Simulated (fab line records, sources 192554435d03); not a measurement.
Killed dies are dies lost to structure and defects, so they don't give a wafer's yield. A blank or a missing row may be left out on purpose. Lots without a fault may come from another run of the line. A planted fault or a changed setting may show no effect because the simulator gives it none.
A struck lot beside a sound one | flow n5_finfet | 13 steps out of a route of 1938
Sound: wafers L609.1, L609.3, L609.5. Struck: wafers L616.2, L616.4, L616.5. The cause comes at the end.
At each step with rows: each side's tool, then ch and its chambers, then its first start. Under that, the readings that differ: sound wafers | struck wafers | difference of the means | sigmas: that difference in standard deviations of wafers without a fault.
alike: readings whose means differ by less than 2 such deviations, and words and numbers that are the same on both sides. not compared: withheld readings, readings that some wafer has no value for, bounds like >300 that may hide the same value, and numbers for which the record gives no deviation and whose values overlap.
The two part at a step that has a row with sigmas, a row that says differs or no value, or rows on one side only. Numbers that don't overlap but have no deviation are shown without sigmas and don't part them. A reading that every wafer of one side lacks parts them only if that side has two wafers or more.

first, 3 steps without rows for these wafers: N5_SD_EPI_P_PRECLEAN_32 (cleans in dHF, time 10 s); N5_SD_EPI_P_PRECLEAN_33 (cleans in SC2, time 45 s); N5_SD_EPI_P_SRD_25 (time 30 s).
N5_SD_EPI_P_INSPECT_26: inspects for defects (darkfield).
  sound on defect_inspect-02, day 4 23:49; struck on defect_inspect-01, day 6 18:19
  alike: raw_defect_count
N5_SD_ACTIVATION_RTA_00: time 0 s.
  sound on rtp_anneal-01 ch 0, day 4 23:51; struck on rtp_anneal-01 ch 0, day 6 18:28
  alike: lamp_power_pct, wafer_temp_C_max
N5_SD_ACTIVATION_LSA_01: time 0.0008 s.
  sound on laser_anneal-02 ch 0, day 5 00:03; struck on laser_anneal-01 ch 0, day 6 18:40
  alike: wafer_temp_C_max
N5_SD_ACTIVATION_INSPECT_02: inspects for defects (darkfield).
  sound on defect_inspect-01, day 5 00:35; struck on defect_inspect-01, day 6 19:11
  alike: raw_defect_count
N5_ILD0_LINER_00: material SiNx, target thk 4 nm, pulse time 1 s, purge time 2 s.
  sound on ald_sin-02 ch 1,2,3, day 5 02:02; struck on ald_sin-02 ch 0,1,3, day 6 19:13
  alike: heater_power_w, precursor_pulse_height_rel
then, 2 steps without rows for these wafers: N5_ILD0_FCVD_FILL_01 (material SiO2 flowable, target thk 200 nm, time 328.3 s); N5_ILD0_CURE_02 (time 1800 s).
N5_ILD0_CMP_03: polishes, stops on SiNx, t overpolish 1.9 s, target thk 197.38 nm.
  sound on cmp-02 ch 0,2, day 5 04:26; struck on cmp-02 ch 0,1,2, day 6 21:38
  no value came back on the struck wafers for any of 5 readings (edge_zone_pressure_frac, head_pressure_psi (psi) and others); on the sound wafers edge_zone_pressure_frac reads 1.007 1.000 1.011
  reading                                              | sound             | struck          | difference | sigmas
  model.SiO2_flowable_of_ILD0_FCVD_FILL_01.thk_nm (nm) | 197.6 198.2 197.6 | 199 198.6 202.8 | +2         |
  model.SiNx_of_DUMMY_GATE_HM_DEP_06.thk_nm (nm)       | 76.6 77.4 77.6    | 80.4 80.2 80.4  | +3.1       |
  not compared: pad_life_wafers
N5_ILD0_CMP_07: polishes SiO2 flowable, stops on poly-Si, t overpolish 1.18 s, target thk 138.88 nm.
  sound on cmp-02 ch 0,1, day 5 04:43; struck on cmp-02 ch 0,1,2, day 6 21:55
  alike: edge_zone_pressure_frac, head_pressure_psi, motor_current_A
  not compared: pad_life_wafers
N5_BEOL_M4_RC_MEAS_101:
  the record has rows for the sound wafers here (prober-01 ch 0, day 9 08:35) and none for the struck ones

WHERE THEY PART
First at N5_ILD0_CMP_03; last, within this record, at N5_BEOL_M4_RC_MEAS_101.

WHY: what the simulator had put in
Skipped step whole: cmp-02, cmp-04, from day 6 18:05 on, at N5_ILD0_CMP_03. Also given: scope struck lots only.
